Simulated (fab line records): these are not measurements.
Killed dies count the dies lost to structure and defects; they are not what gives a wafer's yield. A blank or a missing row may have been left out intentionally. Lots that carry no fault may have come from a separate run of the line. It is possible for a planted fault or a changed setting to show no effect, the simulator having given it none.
Which tool is to blame? -- flow nand harc -- Sampling: 21 lots, 63 wafers, 4 of 1159 route steps

WHAT THE GAUGES SHOWED, per wafer
NHARC_A_SLIT_CD_MEAS_21. Usual: cd nm 290.3 nm, standard deviation 1.
lot,measured,on,cd nm (nm),flag
L075,day 14 06:36,cd sem-03,288.2 289.6 289.1,
L074,day 14 08:10,cd sem-02,289.3 289.9 290.2,
L076,day 14 21:31,cd sem-01,290.3 290.2 291.0,
L078,day 15 08:21,cd sem-02,291.1 290.0 291.5,
L079,day 15 08:59,cd sem-03,290.8 290.0 290.6,
L080,day 16 09:04,cd sem-02,288.6 289.7 289.1,
L081,day 16 14:47,cd sem-01,291.1 289.5 290.6,
L084,day 16 19:53,cd sem-01,289.1 287.3 289.1,
L082,day 16 20:04,cd sem-02,291.3 289.9 291.0,
L083,day 16 21:33,cd sem-03,290.5 291.4 290.5,
L088,day 17 19:49,cd sem-01,290.6 292.0 291.6,
L086,day 17 21:50,cd sem-03,290.0 289.6 289.9,
L087,day 17 21:29,cd sem-03,288.7 290.3 290.3,
L085,day 17 20:08,cd sem-01,291.0 289.9 290.0,
L089,day 18 01:53,cd sem-02,290.8 289.6 291.4,
L090,day 18 10:21,cd sem-03,289.0 290.8 289.6,
L092,day 18 11:15,cd sem-03,289.7 291.1 288.7,
L091,day 18 18:16,cd sem-02,290.7 290.0 290.3,
L094,day 18 21:23,cd sem-03,288.3 290.5 289.3,
L095,day 19 18:35,cd sem-02,289.7 290.4 289.5,
L097,day 19 20:14,cd sem-03,290.1 288.9 289.0,

TOOL THAT RAN EACH LOT (tool first, then ch and the chambers of the sampled wafers, then the start)
lot,NHARC_A_STAIRCASE_ETCHBACK_157,NHARC_A_SLIT_ETCH_24,NHARC_A_SLIT_ETCH_17
L075,"rie diel-02 ch 0,2,3, day 13 02:50","rie diel-13 ch 0,1,3, day 13 21:31","har etch-02 ch 0,1, day 14 03:53"
L074,"rie diel-11 ch 0,1,3, day 13 03:11","rie diel-05 ch 1,2,3, day 13 22:19","har etch-02 ch 0,1, day 14 05:33"
L076,"rie diel-02 ch 0,3, day 14 05:32","rie diel-01 ch 0,1,3, day 14 17:21","har etch-01 ch 0,1, day 14 19:08"
L078,"rie diel-02 ch 1,3, day 14 15:30","rie diel-01 ch 2,3, day 15 05:01","har etch-02 ch 0,1, day 15 05:57"
L079,"rie diel-03 ch 1,3, day 14 15:49","rie diel-13 ch 0,1,3, day 15 05:38","har etch-01 ch 0,1, day 15 06:19"
L080,"rie diel-03 ch 0,1,2, day 15 14:52","rie diel-05 ch 0,2, day 16 05:43","har etch-01 ch 0,1, day 16 06:24"
L081,"rie diel-02 ch 0,3, day 15 22:12","rie diel-05 ch 0,2,3, day 16 11:06","har etch-02 ch 0,1, day 16 12:09"
L084,"rie diel-02 ch 1,2,3, day 16 04:59","rie diel-05 ch 1,2, day 16 16:35","har etch-02 ch 0,1, day 16 17:16"
L082,"rie diel-02 ch 1,2, day 16 05:14","rie diel-01 ch 0,1,2, day 16 16:45","har etch-01 ch 0,1, day 16 17:26"
L083,"rie diel-11 ch 0,2,3, day 16 05:35","rie diel-13 ch 1,3, day 16 16:54","har etch-02 ch 0,1, day 16 18:56"
L088,"rie diel-02 ch 0,2, day 17 01:23","rie diel-13 ch 2,3, day 17 14:11","har etch-01 ch 0,1, day 17 17:11"
L086,"rie diel-02 ch 1,2,3, day 17 01:40","rie diel-13 ch 0,1,3, day 17 15:59","har etch-02 ch 0,1, day 17 19:10"
L087,"rie diel-03 ch 1,2,3, day 17 01:58","rie diel-01 ch 0,3, day 17 14:59","har etch-01 ch 0,1, day 17 19:21"
L085,"rie diel-11 ch 0,1,3, day 17 02:13","rie diel-05 ch 1,2,3, day 17 14:01","har etch-02 ch 0,1, day 17 17:44"
L089,"rie diel-02 ch 0,1,2, day 17 09:52","rie diel-01 ch 2,3, day 17 22:33","har etch-01 ch 0,1, day 17 23:14"
L090,"rie diel-02 ch 2,3, day 17 16:59","rie diel-13 ch 0,1, day 18 06:53","har etch-02 ch 0,1, day 18 07:42"
L092,"rie diel-02 ch 0,2,3, day 17 17:21","rie diel-01 ch 1,2,3, day 18 07:55","har etch-01 ch 0,1, day 18 08:36"
L091,"rie diel-02 ch 0,1,3, day 17 23:58","rie diel-01 ch 0,3, day 18 14:54","har etch-01 ch 0,1, day 18 15:50"
L094,"rie diel-02 ch 1,2, day 18 04:13","rie diel-01 ch 1,2, day 18 18:02","har etch-01 ch 0,1, day 18 19:29"
L095,"rie diel-11 ch 0,2,3, day 19 00:30","rie diel-01 ch 0,1,2, day 19 15:16","har etch-02 ch 0,1, day 19 15:56"
L097,"rie diel-11 ch 1,2,3, day 19 04:25","rie diel-05 ch 0,1,2, day 19 15:53","har etch-02 ch 0,1, day 19 17:37"
- NHARC_A_STAIRCASE_ETCHBACK_157: etches the open film in CH3F/O2, target depth 90 nm, time 167.14 s.
- NHARC_A_SLIT_ETCH_24: etches the open film in CF4/CHF3, target depth 121 nm, time 60.5 s.
- NHARC_A_SLIT_ETCH_17: etches the open film in C4F8/O2/Ar, time 1687.5 s, target depth 10100 nm.

WHAT THE TOOLS THEMSELVES READ (means of the sampled wafers that have a number; where no wafer has one, the mark that the record gives instead)
NHARC_A_STAIRCASE_ETCHBACK_157. Usual: drypump motor current A 5.9 A, standard deviation 0.7; mfc ar sccm 200.1 sccm, standard deviation 0.61; oes product au 0.97 a.u., standard deviation 0.036; rf vpp V 244.6 V, standard deviation 2.1; showerhead plenum p Torr 2.48 Torr, standard deviation 0.13; throttle valve pct 20.663 %, standard deviation 0.0076.
lot,tool,drypump motor current A (A),mfc ar sccm (sccm),oes product au (a.u.),rf vpp V (V),showerhead plenum p Torr (Torr),throttle valve pct (%),flag
L075,rie diel-02,5.7,200.3,1.00,244.6,2.51,20.662,
L074,rie diel-11,5.9,200.6,0.94,244.2,2.43,20.663,
L076,rie diel-02,5.1,200.1,0.96,245.6,2.55,20.664,
L078,rie diel-02,6.2,200.2,1.01,244.3,2.50,20.666,
L079,rie diel-03,5.3,199.9,0.92,243.4,2.36,20.668,
L080,rie diel-03,5.5,200.2,0.93,245.9,2.54,20.669,
L081,rie diel-02,5.1,200.2,1.00,245.4,2.54,20.661,
L084,rie diel-02,6.3,200.2,1.01,244.5,2.47,20.659,
L082,rie diel-02,6.6,200.4,1.01,245.2,2.53,20.661,
L083,rie diel-11,6.1,200.6,0.94,243.7,2.42,20.660,
L088,rie diel-02,5.5,199.9,1.02,246.2,2.58,20.655,
L086,rie diel-02,6.3,199.8,0.97,245.3,2.47,20.659,
L087,rie diel-03,5.4,199.7,0.94,243.6,2.43,20.664,
L085,rie diel-11,5.9,200.0,0.99,243.5,2.42,20.661,
L089,rie diel-02,6.1,200.0,0.93,245.4,2.55,20.665,
L090,rie diel-02,6.3,200.1,0.95,243.8,2.45,20.658,
L092,rie diel-02,5.7,200.3,1.00,245.1,2.49,20.660,
L091,rie diel-02,5.7,200.6,0.92,245.1,2.51,20.667,
L094,rie diel-02,6.7,199.7,0.93,245.4,2.52,20.670,
L095,rie diel-11,6.1,200.3,0.91,244.0,2.41,20.669,
L097,rie diel-11,5.6,199.4,0.91,241.9,2.29,20.658,

NHARC_A_SLIT_ETCH_24. Usual: drypump motor current A 5.6 A, standard deviation 0.42; mfc ar sccm 0.005 sccm, standard deviation 0.008; oes product au 0.952 a.u., standard deviation 0.023; rf vpp V 370.1 V, standard deviation 1.9; showerhead plenum p Torr 1.56 Torr, standard deviation 0.051; throttle valve pct 16.804 %, standard deviation 0.0085.
lot,tool,drypump motor current A (A),mfc ar sccm (sccm),oes product au (a.u.),rf vpp V (V),showerhead plenum p Torr (Torr),throttle valve pct (%),flag
L075,rie diel-13,5.4,0.013,0.928,370.8,1.56,16.804,
L074,rie diel-05,5.9,0.005,0.916,369.2,1.54,16.801,
L076,rie diel-01,5.4,0.001,0.976,369.3,1.52,16.815,
L078,rie diel-01,5.9,0.000,0.977,370.9,1.60,16.804,
L079,rie diel-13,5.3,0.013,0.967,371.1,1.56,16.800,
L080,rie diel-05,5.9,0.009,0.957,371.0,1.58,16.802,
L081,rie diel-05,5.8,0.004,0.968,369.9,1.58,16.800,
L084,rie diel-05,6.0,0.009,0.941,370.0,1.54,16.810,
L082,rie diel-01,5.7,0.001,0.975,369.7,1.54,16.806,
L083,rie diel-13,5.2,0.011,0.967,369.5,1.55,16.808,
L088,rie diel-13,5.7,0.000,0.985,368.7,1.53,16.806,
L086,rie diel-13,5.4,0.013,0.966,370.0,1.56,16.810,
L087,rie diel-01,5.3,0.000,0.961,369.8,1.54,16.800,
L085,rie diel-05,5.9,0.005,0.949,369.4,1.54,16.805,
L089,rie diel-01,5.7,0.000,0.979,371.7,1.59,16.798,
L090,rie diel-13,5.1,0.021,0.951,371.4,1.60,16.803,
L092,rie diel-01,5.7,0.001,0.976,370.3,1.56,16.805,
L091,rie diel-01,5.2,0.000,0.916,368.1,1.52,16.805,
L094,rie diel-01,6.0,0.001,0.970,370.6,1.58,16.813,
L095,rie diel-01,5.6,0.001,0.928,369.2,1.54,16.809,
L097,rie diel-05,5.6,0.005,0.922,370.4,1.58,16.809,

NHARC_A_SLIT_ETCH_17. Usual: c4f8 flow sccm 83.28 sccm, standard deviation 0.26; drypump motor current A 5.8 A, standard deviation 0.66; he backside leak sccm 5.9 sccm, standard deviation 0.61; mfc ar sccm 375.1 sccm, standard deviation 1.1; showerhead plenum p Torr 3.73 Torr, standard deviation 0.11; throttle valve pct 32.045 %, standard deviation 0.0091.
lot,tool,c4f8 flow sccm (sccm),drypump motor current A (A),he backside leak sccm (sccm),mfc ar sccm (sccm),showerhead plenum p Torr (Torr),throttle valve pct (%),flag
L075,har etch-02,83.60,5.4,6.3,375.8,3.74,32.050,
L074,har etch-02,83.37,5.4,6.3,376.1,3.74,32.045,
L076,har etch-01,83.22,6.2,5.3,375.1,3.79,32.048,
L078,har etch-02,83.40,5.4,6.3,376.4,3.74,32.039,
L079,har etch-01,83.36,6.2,5.2,376.0,3.79,32.037,
L080,har etch-01,83.21,5.8,5.5,374.7,3.79,32.047,
L081,har etch-02,83.17,5.8,6.4,375.3,3.64,32.050,
L084,har etch-02,83.19,5.4,6.6,376.2,3.73,32.047,
L082,har etch-01,83.43,5.7,5.7,373.8,3.78,32.044,
L083,har etch-02,83.34,5.8,6.2,375.4,3.63,32.040,
L088,har etch-01,83.42,5.8,5.7,374.8,3.78,32.044,
L086,har etch-02,83.28,5.8,6.2,375.4,3.63,32.049,
L087,har etch-01,83.21,6.2,5.4,375.6,3.78,32.039,
L085,har etch-02,83.52,5.8,6.2,374.4,3.63,32.044,
L089,har etch-01,83.62,5.8,5.2,375.5,3.78,32.049,
L090,har etch-02,83.34,5.9,6.3,374.6,3.63,32.040,
L092,har etch-01,83.25,5.8,5.3,375.5,3.77,32.043,
L091,har etch-01,83.22,5.8,6.5,374.8,3.77,32.039,
L094,har etch-01,83.22,6.2,5.3,374.4,3.77,32.036,
L095,har etch-02,83.13,5.4,6.5,374.3,3.71,32.041,
L097,har etch-02,83.24,5.4,6.6,374.8,3.71,32.040,

THE ANSWER, worked out from the rows above alone
Rule: take the mean of a lot's wafers that have a number; if it is more than 3 standard deviations from the usual mean, the lot is off. Also off: a lot with no number at a reading for which 4 or more lots have one. All remaining lots with rows at the step are treated as sound. After the gauges, taken in route order, come the tools' own readings; for these a lot's mean is taken, as printed above. At the first step where some lot is off, the reading lying furthest off is the one used; lots without a number count as furthest.
Across all readings shown, no lot is off: no conclusion can be drawn from this.

WHAT THE SIMULATOR HAD INSERTED
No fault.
